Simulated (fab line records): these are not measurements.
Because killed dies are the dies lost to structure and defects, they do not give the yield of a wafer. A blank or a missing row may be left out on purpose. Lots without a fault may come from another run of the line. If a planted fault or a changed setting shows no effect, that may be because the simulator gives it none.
One fault through the eyes of 3 desks || flow n5 finfet || each desk has only its own numbers; what lay behind them comes last

## FOR THE TOOL OWNER'S DESK: rie diel-04
The tool's own readings at N5_SD_EPI_N_ETCH_35 (etches SOC in N2/H2, overetch 108 nm, time 486 s): means of the sampled wafers that have a number, for each lot that ran on this tool. The brackets show how far a lot's mean lies from the usual mean; more than 4 standard deviations puts the lot out of limits, marked OUT. Readings shown: 7 of its 8, picked as those furthest out on some lot.
Columns: A = drypump motor current A at N5_SD_EPI_N_ETCH_35, usual 6.0 A; B = h2 flow sccm at N5_SD_EPI_N_ETCH_35, usual 199.9 sccm; C = n2 flow sccm at N5_SD_EPI_N_ETCH_35, usual 200.0 sccm; D = oes product au at N5_SD_EPI_N_ETCH_35, usual 0.67 a.u.; E = rf vpp V at N5_SD_EPI_N_ETCH_35, usual 240.3 V; F = showerhead plenum p Torr at N5_SD_EPI_N_ETCH_35, usual 2.52 Torr; G = temp c at N5_SD_EPI_N_ETCH_35, usual 40.01 C
{"lot": "L768", "first seen here": "day 4 02:56", "A": 6.3, "B": 199.9, "C": 199.8, "D": 0.64, "E": 239.3, "F": 2.42, "G": 40.07}
{"lot": "L785", "first seen here": "day 8 00:02", "A": 5.9, "B": 199.9, "C": 199.2, "D": 0.60, "E": 239.1, "F": 2.45, "G": 39.91}
{"lot": "L787", "first seen here": "day 8 16:53", "A": 6.6, "B": 200.4, "C": 199.3, "D": 0.80, "E": 241.6, "F": 2.66, "G": 39.90}
Result from this desk: across the 3 lots, nothing is out of limits.

## AT THE METROLOGY DESK
Lot by lot, what the gauges showed, no matter which tool ran the lot: averages of those sampled wafers that carry a number. The brackets show how far a lot's mean lies from the usual mean; more than 4 standard deviations puts the lot out of limits, marked OUT.
Columns: A = cd nm at N5_SD_EPI_N_CD_MEAS_09, usual 120.1 nm; B = SD_N_BLK_OVL at N5_SD_EPI_N_OVL_MEAS_10, usual 0.0 nm
{"lot": "L767", "first seen here": "day 3 22:52", "A": 120.1, "B": 0.6}
{"lot": "L768", "first seen here": "day 4 02:45", "A": 119.8, "B": -0.7}
{"lot": "L774", "first seen here": "day 5 10:57", "A": 120.6, "B": 0.4}
{"lot": "L782", "first seen here": "day 7 13:53", "A": 119.7, "B": -0.3}
{"lot": "L785", "first seen here": "day 7 23:40", "A": 119.8, "B": -0.7}
{"lot": "L787", "first seen here": "day 8 16:33", "A": 120.1, "B": -0.1}
Result from this desk: across the 6 lots, nothing is out of limits.

## THE DEFECT DESK
Per lot, the means of the sampled wafers with a number show what the inspections along the route counted. The brackets show how far a lot's mean lies from the usual mean; more than 4 standard deviations puts the lot out of limits, marked OUT.
Columns: A = raw defect count at N5_SD_EPI_N_INSPECT_11, usual 2.1
{"lot": "L767", "first seen here": "day 3 22:55", "A": 0.7}
{"lot": "L768", "first seen here": "day 4 02:48", "A": 1.0}
{"lot": "L774", "first seen here": "day 5 11:00", "A": 1.7}
{"lot": "L782", "first seen here": "day 7 13:57", "A": 2.0}
{"lot": "L785", "first seen here": "day 7 23:43", "A": 0.5}
{"lot": "L787", "first seen here": "day 8 16:37", "A": 4.5}
Result from this desk: across the 6 lots, nothing is out of limits.

## PUT TOGETHER
The tool owner's desk saw nothing out of limits.
From the metrology desk's view, nothing was out of limits.
No out-of-limits result turned up at the defect desk.

## WHAT THE SIMULATOR PUT IN
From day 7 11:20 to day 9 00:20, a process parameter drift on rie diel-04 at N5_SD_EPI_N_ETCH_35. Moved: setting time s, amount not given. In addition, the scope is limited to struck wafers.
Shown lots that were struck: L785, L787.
